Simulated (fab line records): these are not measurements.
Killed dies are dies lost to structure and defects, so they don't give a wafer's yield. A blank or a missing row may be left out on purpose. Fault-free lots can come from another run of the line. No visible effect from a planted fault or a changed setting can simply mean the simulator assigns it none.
Problem report in the 8D (eight disciplines) form, filled by code + flow n5-finfet + the parts of the form that need people (team, actions taken, sign-off) are left out

== 1. THE ISSUE ==
rf-fwd-power-W at N5_HKMG_FIN_ETCH_58 reads a mean of 664.5 W on 6 wafers of 2 lots; wafers without a fault read 874.0 W with a standard deviation of 2.5. That is -84 standard deviations from the usual mean.
The step: etches SOC in N2/H2, target depth 215.8 nm, time 741 s.
First seen on wafer L702.1, day 5 13:43, on rie-diel-04. The record holds 18 wafers of 6 lots with a number at this step. Rule for "out", or "out of limits": more than 4 standard deviations from the usual mean. All remaining wafers that have a number are taken as sound.

== 2. WHAT IT IS, AND WHAT IT ISN'T ==
| question                    | is                       | is not                                                                   |
|-----------------------------|--------------------------|--------------------------------------------------------------------------|
| which readings at this step | rf-fwd-power-W, rf-vpp-V | drypump-motor-current-A, oes-product-au, showerhead-plenum-p-Torr        |
| which lots                  | L702, L703               | L700, L701, L717, L718                                                   |
| which wafers of those lots  | all that have a number   | -                                                                        |
| read on which tools         | rie-diel-04              | rie-diel-05                                                              |
| when                        | from day 5 13:43         | up to then (6 sound wafers); but 6 sound wafers of L717, L718 came after |

== 3. THE SUSPECTS, EACH WITH WHAT RULES IT OUT ==
Counting: any tool at a process step up to the reading is kept as a suspect provided that every lot that is out went through it and no sound lot did after the first of them.
- rie-diel-04 at N5_HKMG_FIN_DESCUM_53 (chemistry O2, time 7.9 s): ruled out as a lasting fault. After its first lot that is out, L702 (day 5 13:25), sound lots L717 ran on it.
- rie-diel-04 at N5_HKMG_FIN_ETCH_54 (etches SiARC in CF4, target depth 45.5 nm, time 75.8 s): ruled out as a lasting fault. After its first lot that is out, L702 (day 5 13:26), sound lots L717 ran on it.
- rie-diel-04 at N5_HKMG_FIN_ETCH_55 (etches SOC in N2/H2, target depth 240 nm, time 300 s): ruled out as a lasting fault. After its first lot that is out, L702 (day 5 13:30), sound lots L717 ran on it.
- rie-diel-04 at N5_HKMG_FIN_STRIP_57 (strips in CF4): ruled out as a lasting fault. After its first lot that is out, L702 (day 5 13:41), sound lots L717 ran on it.
- rie-diel-04 at N5_HKMG_FIN_ETCH_58 (etches SOC in N2/H2, target depth 215.8 nm, time 741 s): ruled out as a lasting fault. After its first lot that is out, L702 (day 5 13:43), sound lots L717 ran on it.
Left after counting: nothing in the record.

== 4. THE CAUSE (what the simulator had put in) ==
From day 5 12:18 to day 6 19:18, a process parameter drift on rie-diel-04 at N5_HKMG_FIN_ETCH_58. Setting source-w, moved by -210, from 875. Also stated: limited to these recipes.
Counting ruled it out, wrongly.

== 5. SEQUENCE OF EFFECTS, ordered by route ==
Each row: a reading where the mean over the struck wafers with a number is more than 3 standard deviations away from the usual. Only readings whose record carries a usual standard deviation are examined. hours: median over the lots of the time between each lot's start at the first step of this table that gives one and its start at this step. sigmas: the change, counted in usual standard deviations.
| hours | step                | reading        | usual   | on struck wafers | change | sigmas |
|-------|---------------------|----------------|---------|------------------|--------|--------|
| 0     | N5_HKMG_FIN_ETCH_58 | rf-fwd-power-W | 874.0 W | 664.5            | -209.5 | -84    |
| 0     | N5_HKMG_FIN_ETCH_58 | rf-vpp-V       | 99.1 V  | 109.4            | +10.3  | +12    |
Here are the process steps it includes:
- N5_HKMG_FIN_ETCH_58: etches SOC in N2/H2, target depth 215.8 nm, time 741 s.
Later measuring or inspecting steps at which every struck wafer that the step has a row for has a number for every such reading, and none has moved that far: N5_BEOL_M4_RC_MEAS_101.

== 6. WHAT WOULD HAVE CAUGHT IT SOONER ==
In this record the first reading out of limits was taken at day 5 13:43, 1 hour after the fault began at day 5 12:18.
